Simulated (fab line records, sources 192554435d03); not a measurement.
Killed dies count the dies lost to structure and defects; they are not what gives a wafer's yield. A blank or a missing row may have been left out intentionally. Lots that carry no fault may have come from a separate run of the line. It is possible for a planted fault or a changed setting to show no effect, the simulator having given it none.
Chamber matching :: flow n5 finfet :: pecvd-02 running N5_BEOL_M0_SAQP_PECVD_00: 3 sister chambers
The step deposits SiCN from 3MS/NH3, target thk 8 nm, time 14 s. 18 wafers are shown with their chamber, then 9 later ones without.

== WAFERS PAIRED WITH THEIR CHAMBERS ==
wafer: L074.2
chamber: 1
showerhead plenum p Torr (Torr): 3.658
throttle valve pct (%): 8.9

wafer: L074.3
chamber: 0
showerhead plenum p Torr (Torr): 3.673
throttle valve pct (%): 8.7

wafer: L074.5
chamber: 1
showerhead plenum p Torr (Torr): 3.644
throttle valve pct (%): 9.0

wafer: L076.2
chamber: 0
showerhead plenum p Torr (Torr): 3.674
throttle valve pct (%): 9.0

wafer: L076.4
chamber: 1
showerhead plenum p Torr (Torr): 3.651
throttle valve pct (%): 8.7

wafer: L076.5
chamber: 2
showerhead plenum p Torr (Torr): 3.652
throttle valve pct (%): 8.9

wafer: L080.1
chamber: 0
showerhead plenum p Torr (Torr): 3.668
throttle valve pct (%): 8.9

wafer: L080.3
chamber: 1
showerhead plenum p Torr (Torr): 3.658
throttle valve pct (%): 8.9

wafer: L080.4
chamber: 2
showerhead plenum p Torr (Torr): 3.664
throttle valve pct (%): 9.1

wafer: L081.1
chamber: 1
showerhead plenum p Torr (Torr): 3.649
throttle valve pct (%): 8.9

wafer: L081.2
chamber: 0
showerhead plenum p Torr (Torr): 3.668
throttle valve pct (%): 8.9

wafer: L081.5
chamber: 2
showerhead plenum p Torr (Torr): 3.660
throttle valve pct (%): 8.9

wafer: L083.1
chamber: 1
showerhead plenum p Torr (Torr): 3.658
throttle valve pct (%): 8.9

wafer: L083.3
chamber: 2
showerhead plenum p Torr (Torr): 3.670
throttle valve pct (%): 8.9

wafer: L083.6
chamber: 2
showerhead plenum p Torr (Torr): 3.666
throttle valve pct (%): 9.2

wafer: L088.1
chamber: 2
showerhead plenum p Torr (Torr): 3.673
throttle valve pct (%): 8.9

wafer: L088.3
chamber: 0
showerhead plenum p Torr (Torr): 3.662
throttle valve pct (%): 8.6

wafer: L088.5
chamber: 0
showerhead plenum p Torr (Torr): 3.669
throttle valve pct (%): 8.9

SIGNATURES, as means of the wafers listed above
reading: showerhead plenum p Torr
chamber 0: 3.66900
chamber 1: 3.65300
chamber 2: 3.66417
scatter within a chamber: 0.00605

reading: throttle valve pct
chamber 0: 8.833
chamber 1: 8.883
chamber 2: 8.983
scatter within a chamber: 0.129
Rule: a wafer's distance from a chamber is the root of the sum, over the readings, of the square of ((its reading less the chamber's mean) divided by the reading's scatter). If the next closest chamber is less than 2 further off than the closest, the wafer can't be placed; otherwise it belongs to the closest. The scatter: the root of (the sum of the squares of (reading less its chamber's mean) over the shown wafers, divided by (wafers less chambers)).

== WAFERS WITHOUT THEIR CHAMBER ==
wafer: L091.1
showerhead plenum p Torr (Torr): 3.673
throttle valve pct (%): 8.6

wafer: L091.2
showerhead plenum p Torr (Torr): 3.671
throttle valve pct (%): 9.0

wafer: L091.4
showerhead plenum p Torr (Torr): 3.662
throttle valve pct (%): 9.0

wafer: L092.1
showerhead plenum p Torr (Torr): 3.660
throttle valve pct (%): 9.0

wafer: L092.2
showerhead plenum p Torr (Torr): 3.670
throttle valve pct (%): 8.9

wafer: L092.6
showerhead plenum p Torr (Torr): 3.651
throttle valve pct (%): 8.8

wafer: L096.1
showerhead plenum p Torr (Torr): 3.668
throttle valve pct (%): 9.1

wafer: L096.5
showerhead plenum p Torr (Torr): 3.663
throttle valve pct (%): 9.6

wafer: L096.6
showerhead plenum p Torr (Torr): 3.676
throttle valve pct (%): 8.7

== THE CHAMBER EACH PASSED THROUGH ==
wafer: L091.1
from the rows above: can't be placed: 0 or 2
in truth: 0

wafer: L091.2
from the rows above: can't be placed: 2 or 0 or 1
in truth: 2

wafer: L091.4
from the rows above: can't be placed: 2 or 0 or 1
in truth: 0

wafer: L092.1
from the rows above: can't be placed: 2 or 1 or 0
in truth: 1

wafer: L092.2
from the rows above: can't be placed: 0 or 2
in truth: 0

wafer: L092.6
from the rows above: can't be placed: 1 or 2
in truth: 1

wafer: L096.1
from the rows above: can't be placed: 2 or 0 or 1
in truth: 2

wafer: L096.5
from the rows above: can't be placed: 2 or 1 or 0
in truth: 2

wafer: L096.6
from the rows above: can't be placed: 0 or 2
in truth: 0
Placed correctly: 0 of 9. From these rows, 9 cannot be placed; in 9 the true chamber is one of the candidates. Placed wrongly: 0.
